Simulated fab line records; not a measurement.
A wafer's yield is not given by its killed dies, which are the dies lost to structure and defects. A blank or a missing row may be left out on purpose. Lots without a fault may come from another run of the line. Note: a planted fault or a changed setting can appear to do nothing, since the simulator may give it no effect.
Matching of chambers :: flow nand harc :: NHARC_A_STAIRCASE_TRIM_229 on rie diel-05: 4 sister chambers
The step chemistry O2, time 211.2 s. 8 wafers are shown with their chamber, then 7 later ones without.

## WAFERS WITH THEIR CHAMBER
wafer: L077.3
chamber: 3
drypump motor current A (A): 5.2
showerhead plenum p Torr (Torr): 3.75

wafer: L080.5
chamber: 2
drypump motor current A (A): 6.2
showerhead plenum p Torr (Torr): 3.29

wafer: L080.6
chamber: 1
drypump motor current A (A): 5.4
showerhead plenum p Torr (Torr): 3.59

wafer: L083.1
chamber: 1
drypump motor current A (A): 5.4
showerhead plenum p Torr (Torr): 3.59

wafer: L083.2
chamber: 0
drypump motor current A (A): 6.3
showerhead plenum p Torr (Torr): 3.80

wafer: L083.6
chamber: 2
drypump motor current A (A): 6.1
showerhead plenum p Torr (Torr): 3.29

wafer: L084.1
chamber: 0
drypump motor current A (A): 6.3
showerhead plenum p Torr (Torr): 3.80

wafer: L084.2
chamber: 3
drypump motor current A (A): 5.2
showerhead plenum p Torr (Torr): 3.73

## WAFERS WHOSE CHAMBER IS MISSING
wafer: L084.4
drypump motor current A (A): 5.4
showerhead plenum p Torr (Torr): 3.59

wafer: L085.2
drypump motor current A (A): 6.3
showerhead plenum p Torr (Torr): 3.80

wafer: L085.4
drypump motor current A (A): 5.4
showerhead plenum p Torr (Torr): 3.59

wafer: L085.6
drypump motor current A (A): 5.2
showerhead plenum p Torr (Torr): 3.73

wafer: L089.1
drypump motor current A (A): 5.4
showerhead plenum p Torr (Torr): 3.58

wafer: L089.4
drypump motor current A (A): 5.2
showerhead plenum p Torr (Torr): 3.72

wafer: L089.5
drypump motor current A (A): 6.3
showerhead plenum p Torr (Torr): 3.79

## CHAMBER TAKEN BY EACH
wafer: L084.4
from the rows above: 1
in truth: 1

wafer: L085.2
from the rows above: 0
in truth: 0

wafer: L085.4
from the rows above: 1
in truth: 1

wafer: L085.6
from the rows above: 3
in truth: 3

wafer: L089.1
from the rows above: 1
in truth: 1

wafer: L089.4
from the rows above: 3
in truth: 3

wafer: L089.5
from the rows above: 0
in truth: 0
7 of 7 placed correctly. Can't be placed from these rows: 0. Number placed wrongly: 0.
How it was worked out, from the rows above alone: a wafer's distance from a chamber is the root of the sum, over the readings, of the square of ((its reading less the chamber's mean) divided by the reading's scatter). If the next closest chamber is less than 2 further off than the closest, the wafer can't be placed; otherwise it belongs to the closest. Each chamber's mean is taken over the wafers shown for it. The scatter is the square root of a quotient: the sum, over the shown wafers, of each reading's squared deviation from its chamber's mean, divided by wafers minus chambers.
